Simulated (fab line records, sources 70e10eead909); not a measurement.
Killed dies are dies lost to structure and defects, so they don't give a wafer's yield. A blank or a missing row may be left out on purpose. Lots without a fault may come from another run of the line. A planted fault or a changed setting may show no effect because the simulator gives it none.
Chamber matching | flow nand_harc | NHARC_A_STAIRCASE_DEP_151 on pecvd-03: 3 sister chambers
The step deposits SiO2, target thk 7200 nm. 3 wafers are shown with their chamber, then 8 later ones without.

WAFERS WITH THEIR CHAMBER
wafer  | chamber | heater_power_w (W)
L089.4 | 2       | 635
L089.6 | 0       | 568
L090.2 | 1       | 727

WAFERS WITHOUT THEIR CHAMBER
wafer  | heater_power_w (W)
L090.3 | 676
L090.6 | 569
L094.1 | 612
L094.5 | 586
L094.6 | 563
L095.1 | 723
L095.4 | 618
L095.6 | 588

WHICH CHAMBER EACH WENT THROUGH
wafer  | from the rows above     | in truth
L090.3 | can't be placed: 2 or 1 | 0
L090.6 | 0                       | 0
L094.1 | can't be placed: 2 or 0 | 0
L094.5 | can't be placed: 0 or 2 | 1
L094.6 | 0                       | 0
L095.1 | 1                       | 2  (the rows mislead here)
L095.4 | can't be placed: 2 or 0 | 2
L095.6 | can't be placed: 0 or 2 | 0
Placed correctly: 2 of 8. Can't be placed from these rows: 5 (the true chamber is among the candidates in 3). Placed wrongly: 1.
How it was worked out, from the rows above alone: a wafer's distance from a chamber is the root of the sum, over the readings, of the square of ((its reading less the chamber's mean) divided by the reading's scatter). The wafer belongs to the nearest chamber; if the next one is less than 2 further off, it can't be placed. A chamber's mean is the mean of its shown wafers. The scatter: with one shown wafer a chamber, the root of the mean of the squares of how far each hidden wafer lies from its nearest shown one.
